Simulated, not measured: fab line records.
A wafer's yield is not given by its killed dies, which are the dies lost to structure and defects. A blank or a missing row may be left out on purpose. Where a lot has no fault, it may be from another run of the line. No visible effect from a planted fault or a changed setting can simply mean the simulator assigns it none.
fab line records | flow n5_finfet
record: lots: 6 | wafers: 18 | last_day: 17
route steps=1938 shown BEOL_M13@1668 PASSIVATION@1936
lots untouched by any fault: they come from a run of this same line in which no faults occurred
start_h: start of the lot's first displayed wafer, in hours after the record's first day | wait_h: how many hours have passed since the lot's step before this one | " as in the row above | L1.1+2: several wafers, shown together as one row | - no value present, or no start provided | * or withheld: withheld | < > ~ a bound
route shown NAME@n: a module of which the file shows steps, and the number in the route of the first | usual: mean and standard deviation over wafers with no fault | same: alike in all rows | chamber/n: place in a boat | sites: the reading at each site | _std_site: the standard deviation of these | _edge_site: the outer-site mean with the inner-site mean subtracted | radius_mm: how far each site lies from the wafer's centre | mask NAME#n: copy n | behind: the most recent tool/chamber to have shaped the wafer | hold: why the lot went on hold/how many hours it stayed there/how the hold came to an end | device: transistor that didn't switch, given as n, p or np | end of line: tests run on the same wafers once the route is complete | where a step has no rows: the recipe by itself | killed: count of dies lost to structure and defects at first sort (not the wafer's yield) | map: shows each die of a wafer: x if killed, . if not, _ if none is there
set.NAME: the setting as run; set.NAME@STEP: as run at that earlier step | model.NAME: the simulator's own value behind a step, which no gauge read
certain route steps with their lots: each step a table, each wafer a row
services: from which hour (start_h, from the record's first day; less than 0 if before it) a tool's chamber was out of use, for how many hours, and why
== steps ==
step: N5_BEOL_M13_HARDBAKE_14
recipe: temp_c: 130 | time_s: 120
step: N5_BEOL_M13_CD_MEAS_10
recipe: target_cd_nm: 190 | landing_energy_ev: 500 | detector: se_inlens | polarity: opening
usual: cd_nm: 189.9/1.4
lot.wafer | tool      | chamber | start_h | wait_h | cd_nm
L753.2    | cd_sem-01 | 0       | 294.51  | -      | 189.9
L753.5    | "         | 0       | "       | "      | 191.4
L753.6    | "         | 0       | "       | "      | 189.9
L758.3    | cd_sem-01 | 0       | 313.44  | -      | 189.5
L758.4    | "         | 0       | "       | "      | 189.4
L758.5    | "         | 0       | "       | "      | 189.6
L763.3    | cd_sem-02 | 0       | 347.99  | -      | 190.1
L763.4    | "         | 0       | "       | "      | 191.0
L763.5    | "         | 0       | "       | "      | 190.5
L762.1    | cd_sem-01 | 0       | 349.05  | -      | 189.0
L762.2    | "         | 0       | "       | "      | 188.7
L762.5    | "         | 0       | "       | "      | 189.0
L765.1    | cd_sem-02 | 0       | 359.42  | -      | 189.0
L765.2    | "         | 0       | "       | "      | 188.1
L765.3    | "         | 0       | "       | "      | 187.4
L766.1    | cd_sem-03 | 0       | 376.33  | -      | 190.0
L766.3    | "         | 0       | "       | "      | 192.0
L766.4    | "         | 0       | "       | "      | 190.3
step: N5_BEOL_M13_OVL_MEAS_11
recipe: points_per_wafer: 44
usual: V12_OVL: -5/5.2
lot.wafer | tool       | chamber | start_h | wait_h | V12_OVL[nm]
L753.2    | overlay-01 | 0       | 294.54  | 0.0    | -1
L753.5    | "          | 0       | "       | "      | -14
L753.6    | "          | 0       | "       | "      | -7
L758.3    | overlay-01 | 0       | 313.47  | 0.0    | -5
L758.4    | "          | 0       | "       | "      | -14
L758.5    | "          | 0       | "       | "      | -17
L763.3    | overlay-02 | 0       | 348.02  | 0.0    | -4
L763.4    | "          | 0       | "       | "      | -12
L763.5    | "          | 0       | "       | "      | -2
L762.1    | overlay-01 | 0       | 349.09  | 0.0    | -3
L762.2    | "          | 0       | "       | "      | 4
L762.5    | "          | 0       | "       | "      | 2
L765.1    | overlay-01 | 0       | 359.45  | 0.0    | -13
L765.2    | "          | 0       | "       | "      | -9
L765.3    | "          | 0       | "       | "      | -14
L766.1    | overlay-02 | 0       | 376.36  | 0.0    | 0
L766.3    | "          | 0       | "       | "      | -2
L766.4    | "          | 0       | "       | "      | -7
step: N5_BEOL_M13_INSPECT_12
recipe: mode: adi | inspect_instrument: macro
usual: raw_defect_count: 2.2/1.6
lot.wafer | tool              | chamber | start_h | wait_h | raw_defect_count
L753.2    | defect_inspect-02 | -       | 294.56  | 0.0    | 3
L753.5    | "                 | -       | "       | "      | 1
L753.6    | "                 | -       | "       | "      | 3
L758.3    | defect_inspect-01 | -       | 313.49  | 0.0    | 0
L758.4    | "                 | -       | "       | "      | 6
L758.5    | "                 | -       | "       | "      | 2
L763.3    | defect_inspect-01 | -       | 348.05  | 0.0    | 5
L763.4    | "                 | -       | "       | "      | 4
L763.5    | "                 | -       | "       | "      | 3
L762.1    | defect_inspect-01 | -       | 349.11  | 0.0    | 3
L762.2    | "                 | -       | "       | "      | 0
L762.5    | "                 | -       | "       | "      | 3
L765.1    | defect_inspect-02 | -       | 359.47  | 0.0    | 4
L765.2    | "                 | -       | "       | "      | 3
L765.3    | "                 | -       | "       | "      | 1
L766.1    | defect_inspect-01 | -       | 376.38  | 0.0    | 0
L766.3    | "                 | -       | "       | "      | 1
L766.4    | "                 | -       | "       | "      | 2
step: N5_BEOL_M13_DESCUM_15
recipe: chemistry: O2 | time_s: 7.9 | source_power_w: 50 | bias_power_w: 20 | pressure_mtorr: 20 | rf_frequency_hz: 2.712e+07 | temp_c: 40 | o2_flow_sccm: 225
usual: drypump_motor_current_A: 5.7/0.41 | oes_product_au: 0.81/0.093 | rf_vpp_V: 243.5/1.3 | showerhead_plenum_p_Torr: 2.11/0.073 | throttle_valve_pct: 20.39/0.19
lot.wafer | tool        | chamber | start_h | wait_h | drypump_motor_current_A | oes_product_au | rf_hours_counter_h | rf_vpp_V | showerhead_plenum_p_Torr | throttle_valve_pct
L753.2    | rie_diel-05 | 1       | 294.64  | 0.1    | 5.8                     | 0.75           | 187                | 244.4    | 2.16                     | 20.18
L753.5    | "           | 1       | "       | "      | 5.8                     | 0.74           | -                  | 243.6    | 2.16                     | 20.18
L753.6    | "           | 2       | "       | "      | 5.6                     | 0.75           | -                  | 240.6    | 1.99                     | 20.28
L758.3    | rie_diel-06 | 3       | 313.52  | 0.0    | 5.2                     | 0.92           | 29                 | 245.6    | 2.23                     | 20.55
L758.4    | "           | 1       | "       | "      | 6.0                     | 0.82           | -                  | 243.3    | 2.02                     | 20.04
L758.5    | "           | 3       | "       | "      | 5.2                     | 0.92           | -                  | 245.6    | 2.23                     | 20.54
L763.3    | rie_diel-05 | 0       | 348.08  | 0.0    | 5.1                     | 0.91           | 25                 | 244.2    | 2.14                     | 20.49
L763.4    | "           | 3       | "       | "      | 5.7                     | 0.94           | 16                 | 244.0    | 2.14                     | 20.24
L763.5    | "           | 0       | "       | "      | 5.1                     | 0.91           | -                  | 243.0    | 2.14                     | 20.49
L762.1    | rie_diel-05 | 1       | 349.14  | 0.0    | 5.8                     | 0.73           | 206                | 243.4    | 2.15                     | 20.22
L762.2    | "           | 0       | "       | "      | 5.1                     | 0.92           | 26                 | 243.0    | 2.14                     | 20.49
L762.5    | "           | 0       | "       | "      | 5.1                     | 0.91           | -                  | 242.6    | 2.14                     | 20.48
L765.1    | rie_diel-06 | 0       | 359.60  | 0.1    | 5.1                     | 0.66           | 232                | 242.2    | 1.97                     | 20.55
L765.2    | "           | 2       | "       | "      | 5.9                     | 0.95           | 10                 | 242.2    | 2.05                     | 20.16
L765.3    | "           | 1       | "       | "      | 6.0                     | 0.80           | 110                | 241.8    | 2.02                     | 20.04
L766.1    | rie_diel-02 | 1       | 376.51  | 0.1    | 5.4                     | 0.69           | 243                | 243.5    | 2.14                     | 20.77
L766.3    | "           | 2       | "       | "      | 6.1                     | 0.87           | 53                 | 242.2    | 2.12                     | 20.28
L766.4    | "           | 0       | "       | "      | 6.5                     | 0.81           | 74                 | 243.0    | 2.13                     | 20.54
step: N5_BEOL_M13_ETCH_59
recipe: chemistry: N2/H2 | target: BARC | target_depth_a: 890 | overetch_a: 267 | time_s: 67.9 | ion_energy_ev: 200 | pressure_mtorr: 30 | source_w: 840 | bias_w: 150 | n2_flow_sccm: 200 | h2_flow_sccm: 200
usual: drypump_motor_current_A: 5.7/0.41 | oes_product_au: 0.69/0.073 | rf_vpp_V: 524.5/2.5 | showerhead_plenum_p_Torr: 2.56/0.09 | throttle_valve_pct: 17.83/0.23
lot.wafer | tool        | chamber | start_h | wait_h | drypump_motor_current_A | oes_product_au | rf_hours_counter_h | rf_vpp_V | showerhead_plenum_p_Torr | throttle_valve_pct
L753.2    | rie_diel-05 | 1       | 294.67  | 0.0    | 5.8                     | 0.63           | 187                | 527.3    | 2.64                     | 17.82
L753.5    | "           | 1       | "       | "      | 5.8                     | 0.63           | -                  | 528.4    | 2.64                     | 17.81
L753.6    | "           | 2       | "       | "      | 5.6                     | 0.64           | -                  | 520.5    | 2.42                     | 17.69
L758.3    | rie_diel-06 | 3       | 313.56  | 0.0    | 5.2                     | 0.78           | 29                 | 527.4    | 2.70                     | 17.92
L758.4    | "           | 1       | "       | "      | 6.0                     | 0.70           | -                  | 520.3    | 2.44                     | 17.34
L758.5    | "           | 3       | "       | "      | 5.2                     | 0.79           | -                  | 529.1    | 2.70                     | 17.94
L763.3    | rie_diel-05 | 0       | 348.11  | 0.0    | 5.1                     | 0.77           | 25                 | 525.0    | 2.60                     | 17.91
L763.4    | "           | 3       | "       | "      | 5.7                     | 0.80           | 16                 | 525.5    | 2.58                     | 17.51
L763.5    | "           | 0       | "       | "      | 5.1                     | 0.77           | -                  | 524.9    | 2.60                     | 17.91
L762.1    | rie_diel-05 | 1       | 349.18  | 0.0    | 5.8                     | 0.63           | 206                | 526.9    | 2.63                     | 17.84
L762.2    | "           | 0       | "       | "      | 5.1                     | 0.75           | 26                 | 525.5    | 2.60                     | 17.91
L762.5    | "           | 0       | "       | "      | 5.1                     | 0.76           | -                  | 524.5    | 2.60                     | 17.93
L765.1    | rie_diel-06 | 0       | 359.64  | 0.0    | 5.1                     | 0.59           | 232                | 518.3    | 2.40                     | 18.08
L765.2    | "           | 2       | "       | "      | 5.9                     | 0.80           | 10                 | 519.7    | 2.49                     | 17.59
L765.3    | "           | 1       | "       | "      | 6.1                     | 0.69           | 110                | 523.4    | 2.43                     | 17.36
L766.1    | rie_diel-02 | 1       | 376.54  | 0.0    | 5.4                     | 0.60           | 243                | 524.8    | 2.61                     | 18.36
L766.3    | "           | 2       | "       | "      | 6.2                     | 0.75           | 54                 | 525.3    | 2.58                     | 17.71
L766.4    | "           | 0       | "       | "      | 6.5                     | 0.70           | 74                 | 524.6    | 2.58                     | 17.95
step: N5_BEOL_M13_VIA_ETCH_16
recipe: chemistry: C4F8/O2/Ar | target: SiOC | pressure_mtorr: 30 | source_w: 3000 | bias_w: 700 | Ar_flow_sccm: 400 | C4F8_flow_sccm: 15 | O2_flow_sccm: 8 | he_inner_torr: 15 | he_outer_torr: 30 | target_depth_a: 9217 | time_s: withheld | ion_energy_ev: 250 | ends: cleared
usual: drypump_motor_current_A: 5.7/0.41 | he_inner_torr: 15.01/0.032 | oes_product_au: 0.73/0.081 | rf_vpp_V: 666/3.1 | showerhead_plenum_p_Torr: 3.44/0.11 | throttle_valve_pct: 24.17/0.16
lot.wafer | tool        | chamber | start_h | wait_h | drypump_motor_current_A | he_inner_torr | oes_product_au | rf_vpp_V | showerhead_plenum_p_Torr | throttle_valve_pct
L753.2    | rie_diel-05 | 1       | 294.72  | 0.0    | 5.8                     | 15.02         | 0.66           | 668      | 3.54                     | 24.06
L753.5    | "           | 1       | "       | "      | 5.8                     | 15.03         | 0.66           | 667      | 3.54                     | 24.05
L753.6    | "           | 2       | "       | "      | 5.6                     | 15.00         | 0.68           | 661      | 3.28                     | 24.09
L758.3    | rie_diel-06 | 3       | 313.61  | 0.0    | 5.3                     | 14.99         | 0.84           | 671      | 3.62                     | 24.36
L758.4    | "           | 1       | "       | "      | 6.0                     | 15.04         | 0.73           | 662      | 3.30                     | 23.74
L758.5    | "           | 3       | "       | "      | 5.3                     | 15.02         | 0.84           | 671      | 3.62                     | 24.36
L763.3    | rie_diel-05 | 0       | 348.17  | 0.0    | 5.1                     | 15.02         | 0.81           | 668      | 3.49                     | 24.27
L763.4    | "           | 3       | "       | "      | 5.7                     | 14.96         | 0.84           | 669      | 3.49                     | 24.05
L763.5    | "           | 0       | "       | "      | 5.1                     | 15.01         | 0.82           | 668      | 3.49                     | 24.26
L762.1    | rie_diel-05 | 1       | 349.23  | 0.0    | 5.8                     | 15.05         | 0.64           | 667      | 3.53                     | 24.08
L762.2    | "           | 0       | "       | "      | 5.1                     | 14.96         | 0.81           | 668      | 3.49                     | 24.25
L762.5    | "           | 0       | "       | "      | 5.1                     | 14.94         | 0.80           | 667      | 3.49                     | 24.27
L765.1    | rie_diel-06 | 0       | 359.69  | 0.0    | 5.2                     | 14.98         | 0.60           | 661      | 3.21                     | 24.18
L765.2    | "           | 2       | "       | "      | 5.9                     | 15.00         | 0.85           | 663      | 3.39                     | 24.15
L765.3    | "           | 1       | "       | "      | 6.0                     | 14.97         | 0.72           | 661      | 3.29                     | 23.74
L766.1    | rie_diel-02 | 1       | 376.59  | 0.0    | 5.4                     | 14.96         | 0.63           | 668      | 3.46                     | 24.38
L766.3    | "           | 2       | "       | "      | 6.2                     | 15.05         | 0.79           | 667      | 3.48                     | 24.20
L766.4    | "           | 0       | "       | "      | 6.5                     | 15.02         | 0.74           | 667      | 3.45                     | 24.20
step: N5_BEOL_M13_STRIP_63
recipe: chemistry: N2/H2 | power_w: 1000 | temp_c: 250 | h2_frac: 0.65 | overash_fraction: 0.3 | pressure_mtorr: 1000 | n2_flow_sccm: 1750 | h2_flow_sccm: 3250
usual: drypump_motor_current_A: 5.7/0.67 | heater_power_w: 312/23 | oes_product_au: 0.675/0.0052 | strip_time_to_endpoint_s: 28.1/1.2
lot.wafer | tool            | chamber | start_h | wait_h | drypump_motor_current_A | heater_power_w | oes_product_au | rf_hours_counter_h | strip_time_to_endpoint_s
L753.2    | plasma_asher-02 | 1       | 294.96  | -      | 6.4                     | 305            | 0.670          | 117                | 27.5
L753.5    | "               | 1       | "       | "      | 6.4                     | 313            | 0.661          | -                  | 27.3
L753.6    | "               | 0       | "       | "      | 4.9                     | 290            | 0.678          | -                  | 26.2
L758.3    | plasma_asher-01 | 1       | 313.87  | -      | 6.3                     | 339            | 0.672          | -                  | 27.9
L758.4    | "               | 0       | "       | "      | 5.2                     | 304            | 0.667          | -                  | 26.5
L758.5    | "               | 1       | "       | "      | 6.3                     | 339            | 0.667          | -                  | 26.7
L763.3    | plasma_asher-01 | 0       | 348.42  | -      | 5.2                     | 309            | 0.681          | -                  | 29.4
L763.4    | "               | 1       | "       | "      | 6.3                     | 347            | 0.679          | -                  | 28.7
L763.5    | "               | 1       | "       | "      | 6.3                     | 351            | 0.678          | -                  | 27.0
L762.1    | plasma_asher-02 | 0       | 349.47  | -      | 4.9                     | 283            | 0.674          | 129                | 30.3
L762.2    | "               | 1       | "       | "      | 6.5                     | 303            | 0.677          | 129                | 28.7
L762.5    | "               | 0       | "       | "      | 4.9                     | 280            | 0.683          | -                  | 27.4
L765.1    | plasma_asher-01 | 1       | 359.92  | -      | 6.3                     | 340            | 0.682          | 94                 | 30.7
L765.2    | "               | 0       | "       | "      | 5.2                     | 307            | 0.681          | 94                 | 29.4
L765.3    | "               | 1       | "       | "      | 6.3                     | 350            | 0.674          | -                  | 29.1
L766.1    | plasma_asher-01 | 1       | 376.83  | -      | 6.3                     | 347            | 0.675          | 98                 | 29.2
L766.3    | "               | 0       | "       | "      | 5.2                     | 314            | 0.675          | -                  | 28.7
L766.4    | "               | 1       | "       | "      | 6.3                     | 358            | 0.681          | -                  | 27.6
step: N5_BEOL_M13_STRIP_64
recipe: chemistry: N2/H2 | power_w: 1000 | temp_c: 250 | h2_frac: 0.65 | overash_fraction: 0.3 | pressure_mtorr: withheld | n2_flow_sccm: 1750 | h2_flow_sccm: 3250
usual: drypump_motor_current_A: 5.7/0.67 | heater_power_w: 311/23 | oes_product_au: 0.715/0.0043 | strip_time_to_endpoint_s: 31.33/0.07
lot.wafer | tool            | chamber | start_h | wait_h | drypump_motor_current_A | heater_power_w | oes_product_au | rf_hours_counter_h | strip_time_to_endpoint_s
L753.2    | plasma_asher-02 | 1       | 295.02  | 0.0    | 6.4                     | 303            | 0.717          | 117                | 31.29
L753.5    | "               | 1       | "       | "      | 6.4                     | 299            | 0.722          | -                  | 31.37
L753.6    | "               | 0       | "       | "      | 4.9                     | 280            | 0.710          | -                  | 31.35
L758.3    | plasma_asher-01 | 1       | 313.93  | 0.0    | 6.3                     | 346            | 0.715          | -                  | 31.18
L758.4    | "               | 0       | "       | "      | 5.2                     | 304            | 0.720          | -                  | 31.11
L758.5    | "               | 1       | "       | "      | 6.3                     | 338            | 0.711          | -                  | 31.18
L763.3    | plasma_asher-01 | 0       | 348.48  | 0.0    | 5.2                     | 298            | 0.716          | -                  | 31.50
L763.4    | "               | 1       | "       | "      | 6.3                     | 344            | 0.712          | -                  | 31.41
L763.5    | "               | 1       | "       | "      | 6.3                     | 353            | 0.723          | -                  | 31.53
L762.1    | plasma_asher-02 | 0       | 349.53  | 0.0    | 4.9                     | 289            | 0.715          | 129                | 31.30
L762.2    | "               | 1       | "       | "      | 6.5                     | 318            | 0.721          | 129                | 31.28
L762.5    | "               | 0       | "       | "      | 4.9                     | 281            | 0.715          | -                  | 31.31
L765.1    | plasma_asher-01 | 1       | 359.98  | 0.0    | 6.3                     | 350            | 0.717          | 94                 | 31.35
L765.2    | "               | 0       | "       | "      | 5.2                     | 306            | 0.713          | 94                 | 31.30
L765.3    | "               | 1       | "       | "      | 6.3                     | 334            | 0.711          | -                  | 31.33
L766.1    | plasma_asher-01 | 1       | 376.89  | 0.0    | 6.3                     | 340            | 0.716          | 98                 | 31.29
L766.3    | "               | 0       | "       | "      | 5.2                     | 307            | 0.723          | -                  | 31.27
L766.4    | "               | 1       | "       | "      | 6.3                     | 343            | 0.713          | -                  | 31.29
step: N5_BEOL_M13_STRIP_71
recipe: chemistry: post_etch_residue_remover | time_s: 60 | temp_c: 25 | remover_ph: withheld | remover_water_wt_pct: withheld | remover_fluoride_wt_pct: withheld
step: N5_BEOL_M13_SRD_72
recipe: time_s: 30 | temp_c: 23 | rinse_liquid: diw | dry: n2_spin | spin_rpm: 1500 | dry_time_s: 30
step: N5_BEOL_M13_CD_MEAS_17
recipe: target_cd_nm: 190 | polarity: opening
usual: cd_nm: 189.7/1.6
lot.wafer | tool      | chamber | start_h | wait_h | cd_nm
L753.2    | cd_sem-02 | -       | 295.17  | 0.0    | 189.9
L753.5    | "         | -       | "       | "      | 191.3
L753.6    | "         | -       | "       | "      | 188.9
L758.3    | cd_sem-01 | -       | 314.05  | 0.0    | 187.8
L758.4    | "         | -       | "       | "      | 188.8
L758.5    | "         | -       | "       | "      | 187.9
L763.3    | cd_sem-02 | -       | 348.61  | 0.0    | 191.1
L763.4    | "         | -       | "       | "      | 190.8
L763.5    | "         | -       | "       | "      | 190.9
L762.1    | cd_sem-02 | -       | 349.67  | 0.0    | 189.8
L762.2    | "         | -       | "       | "      | 189.3
L762.5    | "         | -       | "       | "      | 190.0
L765.1    | cd_sem-01 | -       | 360.13  | 0.0    | 187.5
L765.2    | "         | -       | "       | "      | 189.7
L765.3    | "         | -       | "       | "      | 186.9
L766.1    | cd_sem-03 | -       | 377.04  | 0.0    | 190.9
L766.3    | "         | -       | "       | "      | 194.8
L766.4    | "         | -       | "       | "      | 191.4
step: N5_BEOL_M13_COAT_65
recipe: resist: SOC | temp_c: 250 | time_s: 60 | spin_rpm: 1500 | resist_thk_nm: 350
usual: dispense_pressure_kPa: 45.9/2.3 | exhaust_pa: 45.1/0.94 | heater_power_total_W: 500.4/1.8 | plate_temp_C: 250.01/0.16
lot.wafer | tool           | chamber | start_h | wait_h | dispense_pressure_kPa | exhaust_pa | heater_power_total_W | plate_temp_C | model.SOC_of_BEOL_M13_COAT_65.thk_nm
L753.2    | litho_track-05 | 0       | 295.21  | 0.0    | 47.9                  | 44.0       | 503.2                | 250.07       | 350.2
L753.5    | "              | 0       | "       | "      | 48.0                  | 44.8       | 498.9                | 250.12       | 350.4
L753.6    | "              | 0       | "       | "      | 48.0                  | 44.5       | 500.9                | 249.60       | 351.4
L758.3    | litho_track-01 | 0       | 314.09  | 0.0    | 45.1                  | 45.3       | 498.0                | 250.11       | 351.8
L758.4    | "              | 0       | "       | "      | 45.1                  | 45.5       | 498.1                | 249.86       | 350.8
L758.5    | "              | 0       | "       | "      | 45.1                  | 44.7       | 501.8                | 250.12       | 352.2
L763.3    | litho_track-01 | 0       | 348.65  | 0.0    | 45.0                  | 44.0       | 453.3                | 230.83       | 355.4
L763.4    | "              | 0       | "       | "      | 45.1                  | 45.5       | 451.7                | 231.01       | 355.8
L763.5    | "              | 0       | "       | "      | 45.1                  | 44.8       | 451.3                | 231.21       | 356
L762.1    | litho_track-01 | 0       | 349.71  | 0.0    | 45.1                  | 45.2       | 453.2                | 230.78       | 356
L762.2    | "              | 0       | "       | "      | 45.1                  | 46.1       | 454.0                | 230.84       | 355.2
L762.5    | "              | 0       | "       | "      | 45.1                  | 45.9       | 454.5                | 230.78       | 355.8
L765.1    | litho_track-04 | 0       | 360.17  | 0.0    | 42.1                  | 44.5       | 499.3                | 249.93       | 348.2
L765.2    | "              | 0       | "       | "      | 42.1                  | 44.5       | 498.2                | 250.09       | 348.6
L765.3    | "              | 0       | "       | "      | 42.1                  | 43.3       | 502.9                | 250.12       | 349.2
L766.1    | litho_track-05 | 0       | 377.07  | 0.0    | 48.0                  | 44.0       | 502.5                | 249.99       | 349.2
L766.3    | "              | 0       | "       | "      | 48.0                  | 43.7       | 500.1                | 250.01       | 349.8
L766.4    | "              | 0       | "       | "      | 48.0                  | 44.5       | 497.8                | 249.86       | 349.4
step: N5_BEOL_M13_COAT_66
recipe: resist: SiARC | temp_c: 220 | time_s: 60 | spin_rpm: 1500 | resist_thk_nm: 110
step: N5_PASSIVATION_PROBE_49
usual: defect_limited_yield: 91.7/1.2 | killed_at_M0_to_M3: 33/9.5 | killed_at_M4_up: 13/4.9 | killed_at_contacts: 13/6.6 | killed_at_front_end: 36/11 | killed_at_other: 3.0/2.6 | killed_dies: 97/14 | killed_open: 65/11 | killed_short: 31/6.6 | sort_bin_5_function: 4.8/0.82 | sort_bin_6_memory: 3.1/0.58 | sort_n_pass: 1083/14 | sort_yield_pct: 91.7/1.2
same: gross_dies: 1180 | killed_at_back_side: 0 | sort_bin_4_leakage[%]: 0 | sort_bin_8_speed[%]: 0
lot.wafer | tool      | chamber | start_h | wait_h | defect_limited_yield[%] | killed_at_M0_to_M3 | killed_at_M4_up | killed_at_contacts | killed_at_front_end | killed_at_other | killed_dies | killed_open | killed_short | sort_bin_5_function[%] | sort_bin_6_memory[%] | sort_n_pass | sort_yield_pct[%]
L753.5    | prober-01 | -       | 329.36  | 0.2    | 91.8                    | 34                 | 10              | 16                 | 36                  | 1               | 97          | 63          | 31           | 5.3                    | 2.5                  | 1083        | 91.8
L763.3    | prober-02 | -       | 378.86  | 0.1    | 92.5                    | 40                 | 5               | 15                 | 27                  | 1               | 88          | 55          | 33           | 4.6                    | 2.8                  | 1092        | 92.5
L763.4    | prober-02 | -       | 378.91  | 0.2    | 90.6                    | 35                 | 12              | 17                 | 42                  | 5               | 111         | 67          | 43           | 6.0                    | 3.1                  | 1069        | 90.6
L763.5    | prober-02 | -       | 378.96  | 0.2    | 94.3                    | 22                 | 8               | 8                  | 27                  | 2               | 67          | 46          | 20           | 3.2                    | 2.2                  | 1113        | 94.3
killed by level:class
L753.5 FIN_SAQP:geometric_particle:open=18 MOL_CONTACT_COAG:geometric_particle:open=14 BEOL_M3:geometric_particle:open=12 FIN_SAQP:geometric_particle:short=11 BEOL_M0_SAQP:geometric_particle:short=9 BEOL_M4:geometric_particle:open=4 BEOL_M2:geometric_particle:open=3 MOL_CONTACT_COAG:geometric_particle:short=2
L763.3 BEOL_M0_SAQP:geometric_particle:open=12 MOL_CONTACT_COAG:geometric_particle:open=10 BEOL_M0_SAQP:geometric_particle:short=9 BEOL_M1:geometric_particle:open=8 FIN_SAQP:geometric_particle:open=6 FIN_SAQP:geometric_particle:short=5 MOL_CONTACT_COAG:geometric_particle:short=5 SPACER0:geometric_particle:open=3
L763.4 MOL_CONTACT_COAG:geometric_particle:open=15 FIN_SAQP:geometric_particle:short=9 BEOL_M2:geometric_particle:open=9 BEOL_M0_SAQP:geometric_particle:open=7 BEOL_M0_SAQP:geometric_particle:short=6 BEOL_M1:geometric_particle:open=6 FIN_SAQP:geometric_particle:open=5 GATE_CUT:geometric_particle:short=5
L763.5 FIN_SAQP:geometric_particle:open=9 FIN_SAQP:geometric_particle:short=7 MOL_CONTACT_COAG:geometric_particle:open=6 BEOL_M0_SAQP:geometric_particle:open=6 BEOL_M3:geometric_particle:open=6 STI_FIN_REVEAL:geometric_particle:open=4 BEOL_M0_SAQP:geometric_particle:short=4 BEOL_M4:geometric_particle:open=3
== services ==
tool            | chamber | start_h | hours | kind
plasma_asher-01 | -       | 273.31  | 0.4   | repair
rie_diel-05     | 3       | 275.11  | -     | clean
rie_diel-05     | 3       | 275.11  | -     | consumable_replace:focus_ring
rie_diel-05     | 3       | 275.11  | 23.4  | scheduled_down
rie_diel-05     | 3       | 275.11  | 23.4  | vent_cycle
plasma_asher-02 | -       | 284.54  | 2.8   | pm
rie_diel-06     | 2       | 292.53  | -     | clean
rie_diel-06     | 2       | 292.53  | -     | consumable_replace:esc
rie_diel-06     | 2       | 292.53  | -     | consumable_replace:focus_ring
rie_diel-06     | 2       | 292.53  | 28.4  | scheduled_down
rie_diel-06     | 2       | 292.53  | 28.4  | vent_cycle
plasma_asher-01 | -       | 294.33  | 2.8   | pm
plasma_asher-01 | -       | 300.80  | 5.8   | repair
rie_diel-05     | -       | 302.74  | 0.3   | repair
rie_diel-06     | 0       | 364.88  | 7.3   | repair
rie_diel-06     | 1       | 374.02  | 1.3   | repair
== key ==
first_sign: step: N5_BEOL_M13_COAT_65 | reading: plate_temp_C | direction: down | sigmas: 99+ | usual: * | struck: *
effect: step: N5_BEOL_M13_COAT_65 | reading: heater_power_total_W | direction: down | sigmas: 26 | usual: * | struck: *
model_effect: step: N5_BEOL_M13_COAT_65 | value: SOC_of_BEOL_M13_COAT_65.thk_nm | without: 351.8 | struck: 355.7
met_at N5_BEOL_M13_COAT_65
struck_wafers L762.1,L762.2,L762.5,L763.3,L763.4,L763.5
onset_between 314.09 348.65
fault: kind: process_parameter_drift | tool: litho_track-01 | chamber: - | onset_h: 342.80 | steps: N5_BEOL_M13_COAT_65 | channel: temp_c | offset: * | shape: step | end_h: 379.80 | acts_in: * | stated: *
